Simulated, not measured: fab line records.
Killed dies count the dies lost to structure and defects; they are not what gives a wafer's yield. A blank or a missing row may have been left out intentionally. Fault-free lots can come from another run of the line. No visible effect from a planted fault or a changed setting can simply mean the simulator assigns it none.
fab line records -- flow nand-harc
record: lots: 12, wafers: 36, last-day: 32
route steps=1302 shown P_M1@306 P_M2@326 END@1302
lots that met no fault: taken from a fault-free run of the same line
start-h: hours from the record's opening day to when the first of the lot's shown wafers began -- wait-h: hours elapsed since this lot's preceding step -- " repeats the value in the row above -- L1.1+2: a row that stands for several wafers -- - either no value or no given start -- * or withheld: withheld -- < > ~ a bound
route shown NAME@n: a module of which the file shows steps, and the number in the route of the first -- usual: mean and standard deviation over wafers with no fault -- same: alike in all rows -- chamber/n: place in a boat -- sites: per-site readings -- _std_site: the values' standard deviation -- _edge_site: outer sites' mean less inner sites' -- radius-mm: for every site, how far away it sits from the centre of the wafer -- mask NAME#n: copy n -- behind: the last tool/chamber to shape the wafer -- hold: cause of the lot's hold/its duration in hours/its outcome -- device: whichever transistor did not switch (one of n, p or np) -- end of line: the same wafers' tests at the end of the route -- a step given without rows: its recipe and nothing more -- killed: dies that structure and defects cost at the first sort, which is not the same as the wafer's yield -- map: a wafer's dies, marking killed ones x, the rest . and places with no die _
set.NAME: the setting that was run; set.NAME@STEP: the one run at that earlier step -- model.NAME: the simulator's own value behind a step, which no gauge read
route steps across a sampled set of lots; one table per step, one row per wafer
services: a tool's chamber out of use, with start hour (start-h, from the record's first day; less than 0 if before it), hours out, and reason
== steps ==
step: NHARC_P_M1_PRE_CLEAN_30
recipe: time-s: 30, temp-c: 280, gas: H2/He
usual: heater-power-w: 407/36, susceptor-temp-C: 280.01/0.17
lot.wafer,tool,chamber,start-h,wait-h,heater-power-w,susceptor-temp-C
L255.1,pvd-sputter-03,-,-,-,470,280.02
L255.2,pvd-sputter-03,-,-,-,390,280.00
L255.6,pvd-sputter-03,-,-,-,460,280.15
L254.1,pvd-sputter-03,-,-,-,385,280.08
L254.2,pvd-sputter-03,-,-,-,472,279.92
L254.5,pvd-sputter-03,-,-,-,387,279.83
L257.2,pvd-sputter-01,-,-,-,406,279.74
L257.1,pvd-sputter-01,-,-,-,466,279.74
L257.6,pvd-sputter-01,-,-,-,420,279.89
L259.4,pvd-sputter-02,-,-,-,373,279.88
L259.2,pvd-sputter-02,-,-,-,397,279.86
L259.5,pvd-sputter-02,-,-,-,412,280.04
L264.4,pvd-sputter-02,-,-,-,416,280.02
L264.6,pvd-sputter-02,-,-,-,392,280.14
L264.5,pvd-sputter-02,-,-,-,380,280.06
L265.2,pvd-sputter-02,-,-,-,387,280.09
L265.5,pvd-sputter-02,-,-,-,387,280.18
L265.6,pvd-sputter-02,-,-,-,393,279.85
L266.4,pvd-sputter-03,-,-,-,446,280.11
L266.3,pvd-sputter-03,-,-,-,356,280.08
L266.5,pvd-sputter-03,-,-,-,360,280.04
L268.3,pvd-sputter-03,-,-,-,447,280.34
L268.6,pvd-sputter-03,-,-,-,438,279.91
L268.5,pvd-sputter-03,-,-,-,351,279.95
L273.4,pvd-sputter-01,-,-,-,417,279.82
L273.1,pvd-sputter-01,-,-,-,457,280.27
L273.2,pvd-sputter-01,-,-,-,460,279.87
L274.4,pvd-sputter-01,-,-,-,422,-
L274.3,pvd-sputter-01,-,-,-,469,-
L274.6,pvd-sputter-01,-,-,-,465,-
L275.4,pvd-sputter-02,-,-,-,423,279.73
L275.2,pvd-sputter-02,-,-,-,374,280.20
L275.1,pvd-sputter-02,-,-,-,429,280.13
L277.4,pvd-sputter-02,-,-,-,427,280.07
L277.3,pvd-sputter-02,-,-,-,414,280.29
L277.2,pvd-sputter-02,-,-,-,406,279.84
step: NHARC_P_M1_PRE_CLEAN_32
recipe: time-s: 12, temp-c: 370, rf-power-w: 300, gas: NH3
usual: heater-power-w: 634/71, rf-fwd-power-W: 292.6/0.85, susceptor-temp-C: 370.00/0.2
lot.wafer,tool,chamber,start-h,wait-h,heater-power-w,rf-fwd-power-W,susceptor-temp-C
L255.2,pecvd-02,1,132.29,0.1,647,293.8,369.97
L255.1,pecvd-02,2,132.29,0.1,519,293.2,369.80
L255.6,pecvd-02,2,132.29,0.1,527,291.6,370.07
L254.1,pecvd-02,0,133.15,0.1,719,292.9,369.69
L254.2,pecvd-02,1,133.15,0.1,675,292.8,369.79
L254.5,pecvd-02,1,133.15,0.1,669,292.5,369.86
L257.1,pecvd-03,1,156.58,0.1,651,292.3,369.99
L257.2,pecvd-03,2,156.58,0.1,573,292.6,370.08
L257.6,pecvd-03,0,156.58,0.1,547,291.7,370.07
L259.2,pecvd-03,2,178.08,0.1,599,292.2,369.78
L259.4,pecvd-03,1,178.08,0.1,712,292.2,370.12
L259.5,pecvd-03,0,178.08,0.1,547,291.8,370.54
L264.4,pecvd-04,1,229.28,0.1,611,294.0,370.22
L264.6,pecvd-04,2,229.28,0.1,612,293.4,370.08
L264.5,pecvd-04,0,229.28,0.1,794,293.3,370.01
L265.2,pecvd-03,2,237.25,0.1,713,292.3,370.16
L265.5,pecvd-03,0,237.25,0.1,666,291.0,369.97
L265.6,pecvd-03,1,237.25,0.1,686,292.5,369.66
L266.3,pecvd-02,2,258.27,0.1,541,291.2,369.96
L266.4,pecvd-02,1,258.27,0.1,596,291.2,369.82
L266.5,pecvd-02,2,258.27,0.1,540,291.8,370.13
L268.3,pecvd-02,1,271.55,0.1,530,292.9,369.98
L268.6,pecvd-02,1,271.55,0.1,541,292.0,369.87
L268.5,pecvd-02,2,271.55,0.1,550,291.8,369.76
L273.1,pecvd-04,2,314.60,0.1,586,292.3,370.55
L273.2,pecvd-04,1,314.60,0.1,636,292.4,369.97
L273.4,pecvd-04,0,314.60,0.1,774,292.9,369.79
L274.3,pecvd-03,1,330.30,0.1,741,292.4,369.99
L274.6,pecvd-03,0,330.30,0.1,662,291.8,370.02
L274.4,pecvd-03,2,330.30,0.1,643,293.7,370.21
L275.1,pecvd-04,0,334.07,0.1,797,293.3,370.09
L275.2,pecvd-04,2,334.07,0.1,539,292.2,369.91
L275.4,pecvd-04,0,334.07,0.1,778,292.4,370.06
L277.2,pecvd-03,0,356.04,0.1,614,293.8,370.23
L277.3,pecvd-03,1,356.04,0.1,706,292.6,370.16
L277.4,pecvd-03,2,356.04,0.1,708,291.9,370.03
step: NHARC_P_M2_PEB_07
recipe: peb-temp-c: 100, peb-time-s: 65
usual: heater-power-total-W: 156.6/0.42, plate-temp-C: 99.99/0.13
lot.wafer,tool,chamber,start-h,wait-h,heater-power-total-W,plate-temp-C
L255.1,litho-track-01,0,133.52,0.1,156.6,100.00
L255.2,litho-track-01,0,133.52,0.1,156.9,99.99
L255.6,litho-track-01,0,133.52,0.1,157.1,99.99
L254.1,litho-track-06,0,134.39,0.1,157.0,100.07
L254.2,litho-track-06,0,134.39,0.1,156.0,99.93
L254.5,litho-track-06,0,134.39,0.1,156.8,99.92
L257.1,litho-track-06,0,157.84,0.1,157.0,100.09
L257.2,litho-track-06,0,157.84,0.1,157.2,100.23
L257.6,litho-track-06,0,157.84,0.1,157.2,100.00
L259.2,litho-track-04,0,179.31,0.1,156.2,100.21
L259.4,litho-track-04,0,179.31,0.1,156.0,99.89
L259.5,litho-track-04,0,179.31,0.1,156.6,100.16
L264.4,litho-track-06,0,230.35,0.0,129.8,87.14
L264.5,litho-track-06,0,230.35,0.0,129.7,87.29
L264.6,litho-track-06,0,230.35,0.0,129.4,87.16
L265.2,litho-track-06,0,238.48,0.1,129.9,87.35
L265.5,litho-track-06,0,238.48,0.1,129.0,87.24
L265.6,litho-track-06,0,238.48,0.1,129.0,87.40
L266.3,litho-track-04,0,259.48,0.0,156.4,100.03
L266.4,litho-track-04,0,259.48,0.0,156.5,100.08
L266.5,litho-track-04,0,259.48,0.0,156.4,100.03
L268.3,litho-track-01,0,272.79,0.0,156.0,99.91
L268.5,litho-track-01,0,272.79,0.0,156.8,99.93
L268.6,litho-track-01,0,272.79,0.0,157.1,99.93
L273.1,litho-track-06,0,315.84,0.1,156.9,99.95
L273.2,litho-track-06,0,315.84,0.1,156.8,99.97
L273.4,litho-track-06,0,315.84,0.1,157.0,99.95
L274.3,litho-track-06,0,331.40,0.0,156.5,99.94
L274.4,litho-track-06,0,331.40,0.0,156.9,100.03
L274.6,litho-track-06,0,331.40,0.0,156.4,100.03
L275.1,litho-track-04,0,335.29,0.1,156.5,99.89
L275.2,litho-track-04,0,335.29,0.1,156.0,99.97
L275.4,litho-track-04,0,335.29,0.1,156.7,99.85
L277.2,litho-track-01,0,357.27,0.1,157.1,100.08
L277.3,litho-track-01,0,357.27,0.1,157.1,99.94
L277.4,litho-track-01,0,357.27,0.1,156.2,100.12
step: NHARC_P_M2_CD_MEAS_09
recipe: target-cd-nm: 170, landing-energy-ev: 500
usual: cd-nm: 170.1/0.76
lot.wafer,tool,chamber,start-h,wait-h,cd-nm
L255.1,cd-sem-03,0,133.60,-,170.8
L255.2,cd-sem-03,0,133.60,-,171.1
L255.6,cd-sem-03,0,133.60,-,171.2
L254.1,cd-sem-02,0,134.47,-,169.4
L254.2,cd-sem-02,0,134.47,-,168.5
L254.5,cd-sem-02,0,134.47,-,169.2
L257.1,cd-sem-01,0,157.92,-,170.2
L257.2,cd-sem-01,0,157.92,-,170.7
L257.6,cd-sem-01,0,157.92,-,169.6
L259.2,cd-sem-03,0,179.39,-,168.8
L259.4,cd-sem-03,0,179.39,-,169.1
L259.5,cd-sem-03,0,179.39,-,168.6
L264.4,cd-sem-01,0,230.43,-,106.3
L264.5,cd-sem-01,0,230.43,-,106.5
L264.6,cd-sem-01,0,230.43,-,106.0
L265.2,cd-sem-03,0,238.56,-,106.9
L265.5,cd-sem-03,0,238.56,-,105.8
L265.6,cd-sem-03,0,238.56,-,106.9
L266.3,cd-sem-03,0,259.57,-,169.8
L266.4,cd-sem-03,0,259.57,-,169.6
L266.5,cd-sem-03,0,259.57,-,169.4
L268.3,cd-sem-03,0,272.87,-,171.6
L268.5,cd-sem-03,0,272.87,-,171.2
L268.6,cd-sem-03,0,272.87,-,170.0
L273.1,cd-sem-03,0,315.93,-,170.0
L273.2,cd-sem-03,0,315.93,-,169.9
L273.4,cd-sem-03,0,315.93,-,170.5
L274.3,cd-sem-03,0,331.49,-,170.8
L274.4,cd-sem-03,0,331.49,-,170.1
L274.6,cd-sem-03,0,331.49,-,171.0
L275.1,cd-sem-02,0,335.37,-,170.5
L275.2,cd-sem-02,0,335.37,-,169.3
L275.4,cd-sem-02,0,335.37,-,169.4
L277.2,cd-sem-03,0,357.35,-,170.2
L277.3,cd-sem-03,0,357.35,-,171.1
L277.4,cd-sem-03,0,357.35,-,172.1
step: NHARC_P_M2_DEGAS_29
recipe: temp-c: 250, time-s: 60
usual: heater-power-w: 341/26, susceptor-temp-C: 250.00/0.19
lot.wafer,tool,chamber,start-h,wait-h,heater-power-w,susceptor-temp-C
L255.2,pvd-sputter-01,-,134.81,-,343,250.19
L255.1,pvd-sputter-01,-,134.81,-,379,249.87
L255.6,pvd-sputter-01,-,134.81,-,374,250.11
L254.2,pvd-sputter-02,-,135.68,-,317,-
L254.1,pvd-sputter-02,-,135.68,-,309,-
L254.5,pvd-sputter-02,-,135.68,-,319,-
L257.2,pvd-sputter-02,-,159.13,-,306,250.18
L257.1,pvd-sputter-02,-,159.13,-,317,250.14
L257.6,pvd-sputter-02,-,159.13,-,315,249.98
L259.4,pvd-sputter-01,-,180.60,-,362,249.71
L259.2,pvd-sputter-01,-,180.60,-,337,249.91
L259.5,pvd-sputter-01,-,180.60,-,366,249.83
L264.4,pvd-sputter-02,-,231.65,-,322,250.27
L264.5,pvd-sputter-02,-,231.65,-,327,250.28
L264.6,pvd-sputter-02,-,231.65,-,337,250.12
L265.2,pvd-sputter-01,-,239.78,-,381,249.71
L265.6,pvd-sputter-01,-,239.78,-,380,249.96
L265.5,pvd-sputter-01,-,239.78,-,349,249.99
L266.3,pvd-sputter-02,-,260.76,-,320,250.19
L266.4,pvd-sputter-02,-,260.76,-,329,250.18
L266.5,pvd-sputter-02,-,260.76,-,340,249.88
L268.3,pvd-sputter-03,-,274.07,-,288,250.06
L268.5,pvd-sputter-03,-,274.07,-,365,250.02
L268.6,pvd-sputter-03,-,274.07,-,294,249.79
L273.4,pvd-sputter-01,-,317.21,-,374,249.83
L273.2,pvd-sputter-01,-,317.21,-,343,249.75
L273.1,pvd-sputter-01,-,317.21,-,376,250.09
L274.4,pvd-sputter-01,-,332.74,-,345,250.04
L274.3,pvd-sputter-01,-,332.74,-,382,250.21
L274.6,pvd-sputter-01,-,332.74,-,379,250.30
L275.1,pvd-sputter-02,-,336.69,-,331,249.71
L275.4,pvd-sputter-02,-,336.69,-,345,250.25
L275.2,pvd-sputter-02,-,336.69,-,343,249.71
L277.3,pvd-sputter-02,-,358.55,-,344,249.92
L277.4,pvd-sputter-02,-,358.55,-,350,249.97
L277.2,pvd-sputter-02,-,358.55,-,344,250.09
step: NHARC_END_SORT_01
recipe: temp-c: 25
usual: defect-limited-yield: 90/3.8, killed-at-array: 61/26, killed-at-other: 0.8/1.1, killed-at-periphery: 4.0/2.6, killed-dies: 66/26, killed-open: 3.1/1.7, killed-short: 2.5/1.5
same: gross-dies: 677
lot.wafer,tool,chamber,start-h,wait-h,defect-limited-yield[%],killed-at-array,killed-at-other,killed-at-periphery,killed-dies,killed-open,killed-short
L264.4,prober-01,0,667.89,3.4,0,48,1,628,677,5,2
L264.5,prober-01,0,668.69,3.7,0,50,0,627,677,0,2
L264.6,prober-01,0,669.50,4.0,0,54,0,623,677,3,3
L265.2,prober-02,0,690.82,2.8,0,68,3,606,677,2,5
L265.5,prober-02,0,693.29,3.8,0,69,2,606,677,2,1
L265.6,prober-02,0,694.11,4.1,0,75,0,602,677,2,1
killed by level:class
L264.4 P_M2:area-peb=624 A_SLIT:chamber-film-flake=37 A_CONTACT:chamber-film-flake=4 P_GATE:chamber-film-flake=2 P_CONTACT:geometric-particle:open=1 P_M1:geometric-particle:open=1 A_DECK1_JOINT:geometric-particle:short=1 A_CONTACT:geometric-particle:open=1
L264.5 P_M2:area-peb=625 A_SLIT:chamber-film-flake=39 A_CONTACT:chamber-film-flake=3 P_STI:chamber-film-flake=2 A_CHANNEL_HOLE_D1:chamber-film-flake=2 A_CHANNEL_HOLE_D2:chamber-film-flake=2 A_CHANNEL_FILL_D1:geometric-particle:short=1 A_DECK1_JOINT:geometric-particle:short=1
L264.6 P_M2:area-peb=620 A_SLIT:chamber-film-flake=40 A_CHANNEL_FILL_D2:geometric-particle:open=2 A_CHANNEL_HOLE_D1:chamber-film-flake=2 A_CONTACT:chamber-film-flake=2 A_CHANNEL_FILL_D1:geometric-particle:short=1 A_DECK1_JOINT:geometric-particle:short=1 A_WL_FILL:geometric-particle:short=1
L265.2 P_M2:area-peb=603 A_SLIT:chamber-film-flake=27 A_CHANNEL_HOLE_D2:chamber-film-flake=15 A_CONTACT:chamber-film-flake=9 A_CHANNEL_HOLE_D1:chamber-film-flake=8 THIN_TSV:chamber-film-flake=3 A_CHANNEL_FILL_D2:geometric-particle:short=2 P_GATE:chamber-film-flake=2
L265.5 P_M2:area-peb=603 A_SLIT:chamber-film-flake=29 A_CHANNEL_HOLE_D2:chamber-film-flake=20 A_CONTACT:chamber-film-flake=12 A_CHANNEL_HOLE_D1:chamber-film-flake=4 P_GATE:chamber-film-flake=2 THIN_TSV:chamber-film-flake=2 P_GATE:geometric-particle:open=1
L265.6 P_M2:area-peb=595 A_SLIT:chamber-film-flake=36 A_CHANNEL_HOLE_D2:chamber-film-flake=17 A_CONTACT:chamber-film-flake=10 P_GATE:chamber-film-flake=6 A_CHANNEL_HOLE_D1:chamber-film-flake=4 A_STAIRCASE:chamber-film-flake=2 A_ONON_D2:geometric-particle:short=1
== services ==
tool,chamber,start-h,hours,kind
pecvd-04,-,122.86,0.8,repair
pecvd-03,-,123.93,1.8,repair
litho-track-01,-,155.00,7.0,pm
pvd-sputter-01,-,158.12,1.4,repair
pecvd-04,-,167.69,0.6,repair
pecvd-04,-,169.28,1.4,repair
pvd-sputter-02,-,169.53,5.6,repair
pvd-sputter-03,-,170.00,10.0,pm
litho-track-06,-,179.01,7.0,pm
pecvd-03,-,185.30,13.0,pm
pecvd-03,0,185.30,13.0,vent-cycle
litho-track-04,-,203.00,7.0,pm
pvd-sputter-01,-,226.03,10.0,pm
pecvd-02,-,227.19,13.0,pm
pvd-sputter-02,-,238.18,2.4,repair
pecvd-03,-,258.01,0.9,repair
pecvd-04,-,269.39,13.0,pm
pvd-sputter-02,-,282.01,10.0,pm
pvd-sputter-03,-,288.72,68.7,repair
pecvd-02,0,290.06,12.8,repair
pecvd-03,0,320.85,1.7,repair
litho-track-01,-,330.01,7.0,pm
litho-track-06,-,354.01,7.0,pm
pvd-sputter-03,-,357.45,10.0,pm
== key ==
first-sign: step: NHARC_P_M2_PEB_07, reading: plate-temp-C, direction: down, sigmas: 99+, usual: *, struck: *
effect: step: NHARC_P_M2_PEB_07, reading: heater-power-total-W, direction: down, sigmas: 65, usual: *, struck: *
effect: step: NHARC_P_M2_CD_MEAS_09, reading: cd-nm, direction: down, sigmas: 83, usual: 170.1, struck: 106.4
effect: step: NHARC_END_SORT_01, reading: killed-at-periphery, direction: up, sigmas: 99+, usual: 4.0, struck: 615.3
more-kills-born-at: NHARC_P_M2_PEB_07@litho-track-06: 3670
met-at NHARC_P_M2_PEB_07
struck-lots L264,L265
later-rows-left-out L264.4,L264.5,L264.6,L265.2,L265.5,L265.6
not-acting-at NHARC_P_M1_PRE_CLEAN_30,NHARC_P_M1_PRE_CLEAN_32,NHARC_P_M2_DEGAS_29
onset-between 157.84 230.35
fault: kind: process-parameter-drift, tool: litho-track-06, chamber: -, onset-h: 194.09, steps: NHARC_P_M2_PEB_07, channel: peb-temp-c, offset: *, shape: step, end-h: 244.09, acts-in: *, stated: *
later-rows-left-out: the simulator's readings of these wafers behind a module that went badly wrong aren't trusted and aren't shown, but for the sort
